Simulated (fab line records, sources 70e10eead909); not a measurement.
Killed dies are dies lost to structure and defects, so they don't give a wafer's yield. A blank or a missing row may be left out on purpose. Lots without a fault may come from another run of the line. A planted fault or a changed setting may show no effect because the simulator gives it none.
Which tool did it? | flow nand_harc | 13 lots, 39 wafers sampled, at 5 steps of a route of 1302

WHAT THE GAUGES READ, wafer by wafer
NHARC_P_BONDPAD_THK_MEAS_20: measures by xrf. Usual: thk_nm 161.0 nm, standard deviation 1.7.
lot  | measured     | on            | thk_nm (nm)       | flag
L306 | day 7 08:41  | film_metro-01 | 160.1 160.9 163.4 |
L307 | day 7 17:01  | film_metro-01 | 158.3 159.4 160.2 |
L308 | day 7 23:56  | film_metro-01 | 158.4 158.8 158.8 |
L309 | day 8 12:47  | film_metro-01 | 163.3 162.3 160.2 |
L311 | day 9 00:57  | film_metro-01 | 160.4 161.0 158.7 |
L312 | day 9 14:31  | film_metro-01 | 159.1 156.1 159.0 |
L315 | day 10 23:59 | film_metro-02 | 162.3 160.2 162.3 |
L316 | day 11 08:41 | film_metro-02 | 161.7 160.5 158.0 |
L317 | day 11 12:35 | film_metro-01 | 161.4 163.0 164.4 |
L322 | day 14 01:17 | film_metro-01 | 163.4 162.1 159.0 |
L323 | day 14 01:58 | film_metro-02 | 160.4 161.6 159.9 |
L324 | day 14 19:43 | film_metro-01 | 162.3 164.1 163.5 |
L325 | day 14 20:08 | film_metro-01 | 160.6 162.4 161.7 |

NHARC_END_SORT_01. Usual: defect_limited_yield 89.9 %, standard deviation 2.9; killed_at_array 64, standard deviation 20; killed_at_other 0.7, standard deviation 1.1; killed_at_periphery 3.6, standard deviation 2.7; killed_dies 68, standard deviation 20; killed_open 2.8, standard deviation 1.9; killed_short 2.3, standard deviation 1.5.
lot  | measured     | on        | defect_limited_yield (%) | killed_at_array | killed_at_other | killed_at_periphery | killed_dies | killed_open | killed_short | flag
L323 | day 32 04:25 | prober-02 | 90.7 89.4 90.5           | 61 58 56        | 0 1 0           | 2 13 8              | 63 72 64    | 0 4 7       | 0 5 0        |

WHICH TOOL RAN EACH LOT (tool, then ch and the chambers of the sampled wafers, then the start)
lot  | NHARC_P_M2_DEP_33               | NHARC_P_BONDPAD_CMP_32        | NHARC_P_BONDPAD_ETCH_24
L306 | pecvd-01 ch 1,2, day 7 04:31    | cmp-02 ch 0,1,3, day 7 05:19  | rie_diel-01 ch 0,2,3, day 7 06:53
L307 | pecvd-04 ch 0,1, day 7 12:50    | cmp-01 ch 0,1,2, day 7 13:39  | rie_diel-03 ch 0,1,3, day 7 15:13
L308 | pecvd-01 ch 0,2, day 7 19:41    | cmp-01 ch 0,1, day 7 20:30    | rie_diel-05 ch 0,2, day 7 21:58
L309 | pecvd-01 ch 0,1, day 8 08:17    | cmp-02 ch 0,2, day 8 09:23    | rie_diel-05 ch 0,1,2, day 8 10:58
L311 | pecvd-01 ch 0,1,2, day 8 20:56  | cmp-04 ch 1,2, day 8 21:41    | rie_diel-05 ch 0,2, day 8 23:08
L312 | pecvd-02 ch 0,1,2, day 9 10:15  | cmp-01 ch 0,1,3, day 9 11:02  | rie_diel-03 ch 0,2,3, day 9 12:34
L315 | pecvd-01 ch 1,2, day 10 19:43   | cmp-01 ch 0,1,3, day 10 20:35 | rie_diel-01 ch 0,1,2, day 10 22:01
L316 | pecvd-01 ch 0,1,2, day 11 04:31 | cmp-02 ch 1,2,3, day 11 05:19 | rie_diel-03 ch 0,1,2, day 11 06:53
L317 | pecvd-01 ch 0,2, day 11 08:31   | cmp-04 ch 0,1,3, day 11 09:22 | rie_diel-01 ch 0,1,2, day 11 10:47
L322 | pecvd-01 ch 0,1,2, day 13 21:14 | cmp-01 ch 1,2,3, day 13 21:57 | rie_diel-05 ch 0,1,2, day 13 23:29
L323 | pecvd-04 ch 0,1,2, day 13 21:55 | cmp-02 ch 0,1,2, day 13 22:41 | rie_diel-03 ch 0,2,3, day 14 00:11
L324 | pecvd-01 ch 0,1,2, day 14 15:35 | cmp-04 ch 0,1,3, day 14 16:29 | rie_diel-05 ch 1,2, day 14 17:53
L325 | pecvd-04 ch 0,1,2, day 14 16:04 | cmp-01 ch 0,1,2, day 14 16:46 | rie_diel-05 ch 0,2,3, day 14 18:20
- NHARC_P_M2_DEP_33: deposits SiCN, target thk 30 nm.
- NHARC_P_BONDPAD_CMP_32: polishes SiCN, target thk 200 nm.
- NHARC_P_BONDPAD_ETCH_24: etches the open film in CF4/N2, target depth 30 nm, time 72.99 s.

WHAT THE TOOLS THEMSELVES READ (means of the sampled wafers that have a number; where no wafer has one, the mark that the record gives instead)
NHARC_P_M2_DEP_33. Usual: heater_power_w 563 W, standard deviation 100.
lot  | tool     | heater_power_w (W) | flag
L306 | pecvd-01 | 629                |
L307 | pecvd-04 | 599                |
L308 | pecvd-01 | 490                |
L309 | pecvd-01 | 521                |
L311 | pecvd-01 | 558                |
L312 | pecvd-02 | 514                |
L315 | pecvd-01 | 576                |
L316 | pecvd-01 | 580                |
L317 | pecvd-01 | 489                |
L322 | pecvd-01 | 586                |
L323 | pecvd-04 | 579                |
L324 | pecvd-01 | 593                |
L325 | pecvd-04 | 575                |

NHARC_P_BONDPAD_CMP_32. Usual: edge_zone_pressure_frac 0.999, standard deviation 0.0049; motor_current_A 12.0 A, standard deviation 1.3.
lot  | tool   | edge_zone_pressure_frac | motor_current_A (A) | flag
L306 | cmp-02 | 0.999                   | 12.1                |
L307 | cmp-01 | 1.001                   | 12.4                |
L308 | cmp-01 | 1.001                   | 12.5                |
L309 | cmp-02 | 0.994                   | 11.2                |
L311 | cmp-04 | 1.003                   | 14.4                |
L312 | cmp-01 | 1.000                   | 11.7                |
L315 | cmp-01 | 0.997                   | 11.8                |
L316 | cmp-02 | 1.007                   | 12.2                |
L317 | cmp-04 | 0.994                   | 12.1                |
L322 | cmp-01 | 0.999                   | 12.5                |
L323 | cmp-02 | 0.999                   | 11.8                |
L324 | cmp-04 | 0.996                   | 12.3                |
L325 | cmp-01 | 0.998                   | 11.5                |

NHARC_P_BONDPAD_ETCH_24. Usual: drypump_motor_current_A 5.89 A, standard deviation 0.25; n2_flow_sccm 100.0 sccm, standard deviation 0.3; oes_product_au 1.001 a.u., standard deviation 0.016; rf_vpp_V 313.8 V, standard deviation 2; run_length_s 94.4 s, standard deviation 0.35; showerhead_plenum_p_Torr 2.60 Torr, standard deviation 0.11; throttle_valve_pct 19.795 %, standard deviation 0.0092.
lot  | tool        | drypump_motor_current_A (A) | n2_flow_sccm (sccm) | oes_product_au (a.u.) | rf_vpp_V (V) | run_length_s (s) | showerhead_plenum_p_Torr (Torr) | throttle_valve_pct (%) | flag
L306 | rie_diel-01 | 6.06                        | 100.0               | 0.994                 | 312.5        | 94.3             | 2.53                            | 19.796                 |
L307 | rie_diel-03 | 5.68                        | 100.1               | 1.000                 | 315.8        | 94.5             | 2.69                            | 19.803                 |
L308 | rie_diel-05 | 5.90                        | 100.2               | 0.980                 | 312.7        | 94.5             | 2.56                            | 19.798                 |
L309 | rie_diel-05 | 5.94                        | 100.0               | 0.992                 | 314.2        | 94.1             | 2.62                            | 19.797                 |
L311 | rie_diel-05 | 5.93                        | 99.5                | 0.977                 | 312.9        | 94.5             | 2.56                            | 19.792                 |
L312 | rie_diel-03 | 5.46                        | 100.0               | 1.011                 | 317.1        | 94.5             | 2.76                            | 19.798                 |
L315 | rie_diel-01 | 6.09                        | 99.8                | 1.001                 | 312.6        | 94.4             | 2.54                            | 19.789                 |
L316 | rie_diel-03 | 5.63                        | 100.1               | 0.997                 | 314.3        | 94.5             | 2.66                            | 19.795                 |
L317 | rie_diel-01 | 6.08                        | 99.8                | 1.000                 | 313.3        | 94.3             | 2.54                            | 19.799                 |
L322 | rie_diel-05 | 5.95                        | 100.0               | 1.012                 | 313.4        | 94.3             | 2.61                            | 19.790                 |
L323 | rie_diel-03 | 5.46                        | 100.1               | 0.998                 | 316.3        | 94.4             | 2.76                            | 19.803                 |
L324 | rie_diel-05 | 5.88                        | 99.9                | 1.023                 | 315.7        | 76.1             | 2.69                            | 19.784                 | OFF
L325 | rie_diel-05 | 5.87                        | 100.1               | 1.018                 | 313.5        | 76.4             | 2.59                            | 19.798                 | OFF

THE ANSWER, worked out from the rows above alone
Rule: a lot is off if the mean of its wafers that have a number lies more than 3 standard deviations from the usual mean. A lot without any number at a reading at which 4 lots or more have one is off too. The other lots that the step has rows for count as sound. The gauges are gone through in route order, then the tools' own readings, and for those a lot's mean is taken as printed above. The first step at which some lot is off is used, and at that step the reading that is off furthest; a lot without a number counts as furthest.
Off: L324, L325, at NHARC_P_BONDPAD_ETCH_24 (run_length_s).
A tool fits if, at that step or a process step before it, it ran every lot that is off, and no sound lot after the first of them. One fits: rie_diel-05 at NHARC_P_BONDPAD_ETCH_24. Its last sound lot is L322 (day 13 23:29), its first lot that is off L324 (day 14 17:53): a fault that began between those two fits.
The tool's own readings at NHARC_P_BONDPAD_ETCH_24 bear it out: on the lots that are off they differ by more than 5 times the standard deviation of the sound lots' means. run_length_s reads 76.2 s there against 94.4 s on the sound lots.

WHAT THE SIMULATOR HAD PUT IN
Process parameter drift: rie_diel-05, from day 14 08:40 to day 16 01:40, at NHARC_P_BONDPAD_ETCH_24. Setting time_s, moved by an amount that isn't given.
Lots struck among those shown: L324, L325. The rule above found the same.
